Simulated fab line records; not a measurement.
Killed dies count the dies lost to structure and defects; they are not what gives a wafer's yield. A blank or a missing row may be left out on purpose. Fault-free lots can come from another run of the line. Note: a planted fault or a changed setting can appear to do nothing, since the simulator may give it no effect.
fab line records	flow nandHarc
[record] lots = 5	wafers = 15	lastDay = 32
route steps=1302 shown A_CONTACT@1100 A_BLC@1107 END@1302
lots that met no fault: taken from a fault-free run of the same line
startH: hours from the record's opening day to when the first of the lot's shown wafers began	waitH: time in hours since the lot's previous step	" as in the row above	L1.1+2: one row covering several wafers at once	- no value, or no start given	* or withheld: withheld	< > ~ a bound
route shown NAME@n: a module of which the file shows steps, and the number in the route of the first	usual: mean/standard deviation taken from wafers without a fault	same: alike in all rows	chamber/n: place in a boat	sites: per-site readings	_std_site: how widely they spread, as a standard deviation	_edge_site: inner sites' mean taken away from outer sites' mean	radiusMm: how far each site lies from the wafer's centre	mask NAME#n: copy n	behind: the most recent tool/chamber to have shaped the wafer	hold: cause of the lot's hold/its duration in hours/its outcome	device: the transistor (n, p or np) that didn't switch	end of line: tests run on the same wafers once the route is complete	step lacking rows: just its recipe	killed: at the first sort, the dies lost to defects and structure; wafer yield is something else	map: a wafer's dies, marking killed ones x, the rest . and places with no die _
set.NAME: the setting that was run; set.NAME@STEP: the one run at that earlier step	model.NAME: the simulator's own value behind a step, which no gauge read
lots at some steps of the route; a table a step, a row a wafer
services: from which hour (startH, from the record's first day; less than 0 if before it) a tool's chamber was out of use, for how many hours, and why
[[steps]]
[step NHARC_A_CONTACT_STRIP_27]
[recipe] timeS = 600	tempC = 30	chemistry = postEtchResidueRemover
[step NHARC_A_CONTACT_ALD_18]
[recipe] targetThkA = 30	pulseTimeS = 1	aldCycles = 150	tempC = 450	material = TiN
[usual] heaterPowerW = 1102/76	precursorPulseHeightRel = 1.003/0.019
lot.wafer	tool	chamber	startH	waitH	heaterPowerW	precursorPulseHeightRel
L202.3	aldMetal-03	0	525.63	-	1079	1.005
L202.4	"	3	"	"	1164	1.022
L202.6	"	1	"	"	1130	1.030
L206.3	aldMetal-01	2	576.76	-	1050	1.008
L206.4	"	3	"	"	1072	0.979
L206.2	"	0	"	"	1065	0.984
L209.3	aldMetal-01	3	615.92	-	1060	0.992
L209.5	"	3	"	"	1089	1.003
L209.6	"	1	"	"	1101	1.051
L214.4	aldMetal-01	3	648.24	-	1093	1.001
L214.2	"	0	"	"	1059	0.990
L214.5	"	3	"	"	1054	1.012
L221.3	aldMetal-04	3	720.77	-	1197	1.004
L221.2	"	0	"	"	1226	1.043
L221.6	"	2	"	"	957	1.025
[step NHARC_A_CONTACT_CVD_19]
[recipe] targetThkA = 3000	tempC = 300	pressureTorr = 40	wf6FlowSccm = 40	h2FlowSccm = 1600	arFlowSccm = 1560	timeS = 802	material = W
[usual] heaterPowerW = 417/30	mfcH2Sccm = 1600/4.4	throttleValvePct = 7.98/0.23
lot.wafer	tool	chamber	startH	waitH	heaterPowerW	mfcH2Sccm	throttleValvePct
L202.4	cvdW-02	1	-	-	443	1594	8.32
L202.3	"	0	"	"	442	1596	7.83
L202.6	"	0	"	"	438	1596	7.82
L206.2	cvdW-02	0	-	-	437	1601	8.09
L206.4	"	1	"	"	450	1601	8.23
L206.3	"	0	"	"	441	1610	7.66
L209.3	cvdW-02	1	-	-	439	1592	8.08
L209.5	"	0	"	"	447	1605	7.93
L209.6	"	1	"	"	442	1601	8.50
L214.2	cvdW-01	1	-	-	397	1598	8.18
L214.4	"	1	"	"	402	1601	8.23
L214.5	"	1	"	"	398	1598	8.22
L221.2	cvdW-01	1	-	-	404	1599	8.04
L221.3	"	0	"	"	395	1604	7.61
L221.6	"	0	"	"	395	1602	7.68
[step NHARC_A_CONTACT_CMP_20]
[recipe] tOverpolishS = 30	targetThkNm = 300
[usual] motorCurrentA = 11.6/1.1	overpolishRunS = 30.000/0.009	timeToEndpointS = 59.8/2.9
[same] tOverpolishS = 30
lot.wafer	tool	chamber	startH	waitH	motorCurrentA	overpolishRunS	timeToEndpointS
L202.3	cmp-02	1	526.72	0.4	12.0	30.010	60.2
L202.4	"	3	"	"	12.3	30.000	57.4
L202.6	"	1	"	"	11.7	29.990	63.3
L206.4	cmp-04	1	577.82	0.5	11.5	29.995	60.6
L206.2	"	2	"	"	13.2	29.983	54.0
L206.3	"	0	"	"	12.4	29.995	61.4
L209.3	cmp-04	2	617.10	0.5	12.6	30.021	55.1
L209.6	"	3	"	"	10.3	29.992	56.2
L209.5	"	0	"	"	12.7	29.982	58.0
L214.4	cmp-02	3	649.33	0.4	12.2	29.984	58.4
L214.2	"	1	"	"	11.9	29.996	60.2
L214.5	"	0	"	"	14.3	30.005	61.9
L221.3	cmp-02	0	721.85	0.5	14.2	29.992	65.1
L221.2	"	1	"	"	11.9	29.995	60.3
L221.6	"	3	"	"	11.2	29.999	59.5
[step NHARC_A_CONTACT_SRD_22]
[step NHARC_A_CONTACT_INSPECT_23]
[usual] rawDefectCount = 523/150
lot.wafer	tool	chamber	startH	waitH	rawDefectCount
L202.3	defectInspect-02	-	527.12	0.1	629
L202.4	"	-	"	"	431
L202.6	"	-	"	"	335
L206.2	defectInspect-01	-	578.23	0.1	695
L206.3	"	-	"	"	495
L206.4	"	-	"	"	430
L209.3	defectInspect-02	-	617.43	0.1	504
L209.5	"	-	"	"	459
L209.6	"	-	"	"	439
L214.2	defectInspect-01	-	649.76	0.1	561
L214.4	"	-	"	"	516
L214.5	"	-	"	"	478
L221.2	defectInspect-02	-	722.24	0.1	543
L221.3	"	-	"	"	501
L221.6	"	-	"	"	667
[step NHARC_A_BLC_DEHYDRATE_00]
[recipe] tempC = 150	timeS = 120
[step NHARC_A_BLC_HMDS_01]
[recipe] timeS = 30
[step NHARC_A_BLC_COAT_02]
[recipe] tempC = 260	timeS = 75
[step NHARC_A_BLC_COAT_03]
[recipe] tempC = 225	timeS = 65
[step NHARC_A_BLC_COAT_04]
[recipe] spinRpm = 1500	resistThkNm = 90
[step NHARC_A_BLC_SOFTBAKE_05]
[recipe] tempC = 105	timeS = 55
[usual] heaterPowerTotalW = 188.46/0.14
lot.wafer	tool	chamber	startH	waitH	heaterPowerTotalW
L202.3	lithoTrack-04	0	527	-	188.50
L202.4	"	0	"	"	188.41
L202.6	"	0	"	"	188.30
L206.2	lithoTrack-04	0	578	-	188.45
L206.3	"	0	"	"	188.29
L206.4	"	0	"	"	188.45
L209.3	lithoTrack-06	0	617	-	188.51
L209.5	"	0	"	"	188.30
L209.6	"	0	"	"	188.42
L214.2	lithoTrack-06	0	649	-	188.71
L214.4	"	0	"	"	188.68
L214.5	"	0	"	"	188.40
L221.2	lithoTrack-04	0	722	-	222.65
L221.3	"	0	"	"	188.34
L221.6	"	0	"	"	222.40
[step NHARC_A_BLC_EBR_06]
[step NHARC_END_SORT_01]
[recipe] tempC = 25
[usual] killedAtArray = 59/24	killedAtOther = 0.7/1.2	killedAtPeriphery = 3.5/2.6	killedDies = 63/24	killedOpen = 3.2/2.1	killedShort = 2.4/1.5
[same] grossDies = 677
lot.wafer	tool	chamber	startH	waitH	killedAtArray	killedAtOther	killedAtPeriphery	killedDies	killedOpen	killedShort
L202.3	prober-02	0	572.09	3.1	67	1	12	80	3	3
L202.4	prober-02	0	572.90	3.4	55	1	9	65	0	2
L202.6	prober-02	0	574.52	4.0	56	2	9	67	0	2
L206.2	prober-02	0	625.26	2.8	65	0	4	69	5	5
L206.3	prober-02	0	626.06	3.1	59	0	5	64	6	1
L206.4	prober-02	0	626.86	3.4	56	1	0	57	6	3
L209.3	prober-02	0	662.50	3.1	79	1	1	81	3	1
L209.5	prober-02	0	664.11	3.7	83	0	2	85	1	2
L209.6	prober-02	0	664.92	4.0	71	1	2	74	3	2
L214.2	prober-02	0	693.81	2.8	27	1	5	33	4	2
L214.4	prober-02	0	695.43	3.5	32	0	2	34	2	2
L214.5	prober-02	0	696.25	3.8	27	2	5	34	1	1
L221.2	prober-02	0	775.20	2.8	74	0	4	78	1	0
L221.3	prober-02	0	776.01	3.1	84	0	4	88	8	4
L221.6	prober-02	0	778.42	4.0	67	0	1	68	2	3
// killed by level:class
L202.3 A_CHANNEL_HOLE_D1:chamberFilmFlake=35 A_WL_FILL:chamberFilmFlake=9 A_CHANNEL_HOLE_D2:chamberFilmFlake=6 P_GATE:chamberFilmFlake=5 P_CONTACT:chamberFilmFlake=4 A_CONTACT:chamberFilmFlake=4 A_SGD_CUT:chamberFilmFlake=3 A_WL_FILL:geometricParticle:short=2
L202.4 A_CHANNEL_HOLE_D1:chamberFilmFlake=30 A_CHANNEL_HOLE_D2:chamberFilmFlake=8 P_GATE:chamberFilmFlake=5 A_WL_FILL:chamberFilmFlake=4 A_CONTACT:unspecified=3 A_SGD_CUT:chamberFilmFlake=3 A_WL_FILL:geometricParticle:short=2 P_CONTACT:chamberFilmFlake=2
L202.6 A_CHANNEL_HOLE_D1:chamberFilmFlake=34 A_CHANNEL_HOLE_D2:chamberFilmFlake=9 P_CONTACT:chamberFilmFlake=5 A_WL_FILL:chamberFilmFlake=5 P_GATE:chamberFilmFlake=3 A_STAIRCASE:chamberFilmFlake=2 A_CONTACT:unspecified=2 THIN_TSV:chamberFilmFlake=2
L206.2 A_CHANNEL_HOLE_D2:chamberFilmFlake=26 A_CHANNEL_HOLE_D1:chamberFilmFlake=20 A_SGD_CUT:chamberFilmFlake=5 P_M0:geometricParticle:open=2 A_CHANNEL_FILL_D2:chamberFilmFlake=2 A_CHANNEL_FILL_D1:chamberFilmFlake=2 P_M0:geometricParticle:short=1 A_ONON_D1:geometricParticle:short=1
L206.3 A_CHANNEL_HOLE_D2:chamberFilmFlake=27 A_CHANNEL_HOLE_D1:chamberFilmFlake=21 A_CHANNEL_FILL_D2:chamberFilmFlake=4 P_GATE:geometricParticle:open=1 P_CONTACT:geometricParticle:open=1 P_M0:geometricParticle:open=1 P_M1:geometricParticle:open=1 A_DECK1_JOINT:geometricParticle:open=1
L206.4 A_CHANNEL_HOLE_D2:chamberFilmFlake=23 A_CHANNEL_HOLE_D1:chamberFilmFlake=21 A_ONON_D2:geometricParticle:open=2 A_DECK1_JOINT:geometricParticle:short=1 A_CHANNEL_HOLE_D2:geometricParticle:open=1 A_CHANNEL_FILL_D2:geometricParticle:short=1 A_WL_FILL:geometricParticle:short=1 A_WL_FILL:geometricParticle:open=1
L209.3 A_SLIT:chamberFilmFlake=33 A_CHANNEL_HOLE_D1:chamberFilmFlake=32 A_CHANNEL_HOLE_D2:chamberFilmFlake=9 A_ONON_D2:geometricParticle:open=1 A_WL_FILL:geometricParticle:short=1 A_CONTACT:geometricParticle:open=1 A_M0:geometricParticle:open=1 P_ZERO_WELL:chamberFilmFlake=1
L209.5 A_SLIT:chamberFilmFlake=36 A_CHANNEL_HOLE_D1:chamberFilmFlake=35 A_CHANNEL_HOLE_D2:chamberFilmFlake=9 P_CONTACT:geometricParticle:open=1 A_CHANNEL_FILL_D1:geometricParticle:short=1 A_CONTACT:geometricParticle:short=1 P_ZERO_WELL:chamberFilmFlake=1 A_CONTACT:chamberFilmFlake=1
L209.6 A_CHANNEL_HOLE_D1:chamberFilmFlake=29 A_SLIT:chamberFilmFlake=25 A_CHANNEL_HOLE_D2:chamberFilmFlake=8 A_WL_FILL:geometricParticle:open=2 A_CONTACT:chamberFilmFlake=2 A_SOURCE_PLATE:geometricParticle:short=1 A_ONON_D2:geometricParticle:short=1 A_M1:geometricParticle:open=1
L214.2 A_CHANNEL_HOLE_D1:chamberFilmFlake=11 A_CONTACT:chamberFilmFlake=8 P_GATE:chamberFilmFlake=3 A_SLIT:chamberFilmFlake=3 A_SGD_CUT:geometricParticle:open=2 P_CONTACT:geometricParticle:open=1 A_CONTACT:geometricParticle:open=1 A_M0:geometricParticle:short=1
L214.4 A_CHANNEL_HOLE_D1:chamberFilmFlake=12 A_CONTACT:chamberFilmFlake=10 A_SLIT:chamberFilmFlake=3 P_GATE:chamberFilmFlake=2 A_STAIRCASE:chamberFilmFlake=2 A_ONON_D1:geometricParticle:open=1 A_ONON_D1:geometricParticle:short=1 A_M0:geometricParticle:open=1
L214.5 A_CONTACT:chamberFilmFlake=10 A_CHANNEL_HOLE_D1:chamberFilmFlake=9 A_STAIRCASE:chamberFilmFlake=3 P_GATE:chamberFilmFlake=2 A_SLIT:chamberFilmFlake=2 THIN_TSV:chamberFilmFlake=2 A_ONON_D2:geometricParticle:open=1 A_CONTACT:geometricParticle:short=1
L221.2 A_SLIT:chamberFilmFlake=28 A_CHANNEL_HOLE_D2:chamberFilmFlake=21 A_CHANNEL_HOLE_D1:chamberFilmFlake=13 A_STAIRCASE:chamberFilmFlake=5 P_GATE:chamberFilmFlake=4 A_CONTACT:chamberFilmFlake=3 A_M0:geometricParticle:open=1 A_ZERO_WELL:chamberFilmFlake=1
L221.3 A_SLIT:chamberFilmFlake=29 A_CHANNEL_HOLE_D2:chamberFilmFlake=23 A_CHANNEL_HOLE_D1:chamberFilmFlake=10 A_STAIRCASE:chamberFilmFlake=8 A_CONTACT:chamberFilmFlake=4 A_CHANNEL_FILL_D2:geometricParticle:short=2 P_STI:geometricParticle:open=1 P_CONTACT:geometricParticle:open=1
L221.6 A_SLIT:chamberFilmFlake=23 A_CHANNEL_HOLE_D2:chamberFilmFlake=20 A_CHANNEL_HOLE_D1:chamberFilmFlake=8 A_STAIRCASE:chamberFilmFlake=6 A_ZERO_WELL:chamberFilmFlake=2 A_WL_FILL:chamberFilmFlake=2 P_M2:geometricParticle:short=1 A_CHANNEL_FILL_D1:geometricParticle:short=1
[[services]]
tool	chamber	startH	hours	kind
cvdW-01	1	518.27	10.0	repair
cmp-04	-	525.26	4.0	pm
aldMetal-01	-	526.00	10.0	pm
lithoTrack-06	-	529.00	7.0	pm
cvdW-02	-	532.66	1.7	repair
cmp-02	-	533.89	4.0	pm
cmp-02	-	544.12	1.1	repair
cvdW-01	-	547.00	13.0	pm
lithoTrack-04	-	553.00	7.0	pm
cmp-02	-	561.45	2.2	repair
cmp-02	-	568.09	1.3	repair
cmp-04	-	571.91	1.6	repair
cmp-02	-	577.78	2.5	repair
aldMetal-01	0	593.63	22.4	repair
cmp-04	-	598.61	6.1	repair
cvdW-01	0	619.66	7.5	repair
aldMetal-01	2	622.47	3.5	repair
cmp-04	-	623.26	4.0	pm
cvdW-02	-	631.00	13.0	pm
cmp-02	-	631.89	4.0	pm
cmp-02	-	673.28	0.2	repair
cmp-04	-	700.15	2.2	repair
aldMetal-01	-	704.00	10.0	pm
lithoTrack-06	-	704.00	7.0	pm
[[key]]
[firstSign] step = NHARC_A_BLC_SOFTBAKE_05	reading = heaterPowerTotalW	direction = up	sigmas = 99+	usual = *	struck = *
effect none on later readings
metAt NHARC_A_BLC_SOFTBAKE_05
struckWafers L221.2,L221.6
testerLeftOut L221
onsetBetween 578 722
[fault] kind = processParameterDrift	tool = lithoTrack-04	chamber = -	onsetH = 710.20	steps = NHARC_A_BLC_SOFTBAKE_05	channel = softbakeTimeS	offset = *	shape = step	endH = 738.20	scope = struckWafersOnly	actsIn = *	stated = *
// testerLeftOut: of these lots the tester's yield and bins aren't shown, on N5 and GAA mostly nor the transistor test; their killed dies are dies lost to structure and defects alone, not to doping, threshold or leakage, so they don't give the yield
